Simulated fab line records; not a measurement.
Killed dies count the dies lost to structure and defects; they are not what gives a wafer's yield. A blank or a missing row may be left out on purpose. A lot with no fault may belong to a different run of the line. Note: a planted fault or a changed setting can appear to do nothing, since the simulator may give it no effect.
Chamber matching + flow n5 finfet + 4 sister chambers for N5_BEOL_M0_SAQP_ETCH_83 on rie diel-01
The step etches SiARC in CF4, target depth 39 nm, time 65 s. 27 wafers are shown with their chamber, then 12 later ones without.

== WAFERS WITH THEIR CHAMBER ==
| wafer  | chamber | drypump motor current A (A) | showerhead plenum p Torr (Torr) | throttle valve pct (%) |
|--------|---------|-----------------------------|---------------------------------|------------------------|
| L074.1 | 1       | 5.4                         | 2.12                            | 15.18                  |
| L074.4 | 1       | 5.4                         | 2.12                            | 15.19                  |
| L074.6 | 3       | 6.0                         | 2.20                            | 15.52                  |
| L076.1 | 1       | 5.4                         | 2.11                            | 15.21                  |
| L076.3 | 2       | 5.3                         | 2.09                            | 15.15                  |
| L076.6 | 1       | 5.4                         | 2.12                            | 15.20                  |
| L077.2 | 2       | 5.2                         | 2.09                            | 15.15                  |
| L077.4 | 3       | 6.0                         | 2.20                            | 15.53                  |
| L077.6 | 0       | 5.5                         | 2.09                            | 15.23                  |
| L081.1 | 1       | 5.4                         | 2.11                            | 15.23                  |
| L081.2 | 0       | 5.5                         | 2.09                            | 15.23                  |
| L081.4 | 3       | 6.0                         | 2.20                            | 15.53                  |
| L082.2 | 1       | 5.4                         | 2.11                            | 15.23                  |
| L082.3 | 2       | 5.2                         | 2.09                            | 15.18                  |
| L082.4 | 3       | 6.0                         | 2.20                            | 15.54                  |
| L083.1 | 3       | 6.0                         | 2.20                            | 15.54                  |
| L083.5 | 0       | 5.5                         | 2.09                            | 15.24                  |
| L083.6 | 1       | 5.4                         | 2.11                            | 15.22                  |
| L084.3 | 3       | 6.0                         | 2.20                            | 15.55                  |
| L084.4 | 1       | 5.4                         | 2.11                            | 15.25                  |
| L084.6 | 0       | 5.5                         | 2.09                            | 15.24                  |
| L087.2 | 0       | 5.5                         | 2.09                            | 15.27                  |
| L087.5 | 0       | 5.5                         | 2.09                            | 15.26                  |
| L087.6 | 1       | 5.4                         | 2.11                            | 15.23                  |
| L089.1 | 2       | 5.3                         | 2.08                            | 15.23                  |
| L089.4 | 3       | 6.0                         | 2.19                            | 15.56                  |
| L089.6 | 2       | 5.3                         | 2.08                            | 15.21                  |

SIGNATURES, as means of the wafers listed above
| reading                  | chamber 0 | chamber 1 | chamber 2 | chamber 3 | scatter within a chamber |
|--------------------------|-----------|-----------|-----------|-----------|--------------------------|
| drypump motor current A  | 5.500     | 5.400     | 5.260     | 6.000     | 0.0228                   |
| showerhead plenum p Torr | 2.0900    | 2.1133    | 2.0860    | 2.1986    | 0.0042                   |
| throttle valve pct       | 15.2450   | 15.2156   | 15.1840   | 15.5386   | 0.0224                   |
Rule: for each reading, subtract the chamber's mean from the wafer's reading, divide by that reading's scatter and square the result; add these up over the readings and take the root, which gives the wafer's distance from the chamber. If the next closest chamber is less than 2 further off than the closest, the wafer can't be placed; otherwise it belongs to the closest. The scatter: take each reading less its chamber's mean, square it, sum over the shown wafers, divide by the number of wafers less the number of chambers, and take the root.

== WAFERS WHOSE CHAMBER IS MISSING ==
| wafer  | drypump motor current A (A) | showerhead plenum p Torr (Torr) | throttle valve pct (%) |
|--------|-----------------------------|---------------------------------|------------------------|
| L091.2 | 6.0                         | 2.19                            | 15.58                  |
| L091.3 | 5.4                         | 2.11                            | 15.27                  |
| L091.5 | 5.5                         | 2.09                            | 15.28                  |
| L092.1 | 5.5                         | 2.08                            | 15.29                  |
| L092.2 | 6.0                         | 2.19                            | 15.59                  |
| L092.5 | 5.5                         | 2.08                            | 15.29                  |
| L093.3 | 5.3                         | 2.08                            | 15.22                  |
| L093.5 | 5.2                         | 2.08                            | 15.22                  |
| L093.6 | 6.1                         | 2.19                            | 15.59                  |
| L095.2 | 5.3                         | 2.08                            | 15.23                  |
| L095.5 | 5.5                         | 2.08                            | 15.30                  |
| L095.6 | 6.0                         | 2.19                            | 15.60                  |

== EACH ONE'S CHAMBER ==
| wafer  | from the rows above | in truth |
|--------|---------------------|----------|
| L091.2 | 3                   | 3        |
| L091.3 | 1                   | 1        |
| L091.5 | 0                   | 0        |
| L092.1 | 0                   | 0        |
| L092.2 | 3                   | 3        |
| L092.5 | 0                   | 0        |
| L093.3 | 2                   | 2        |
| L093.5 | 2                   | 2        |
| L093.6 | 3                   | 3        |
| L095.2 | 2                   | 2        |
| L095.5 | 0                   | 0        |
| L095.6 | 3                   | 3        |
12 of 12 placed correctly. Can't be placed from these rows: 0. Number placed wrongly: 0.
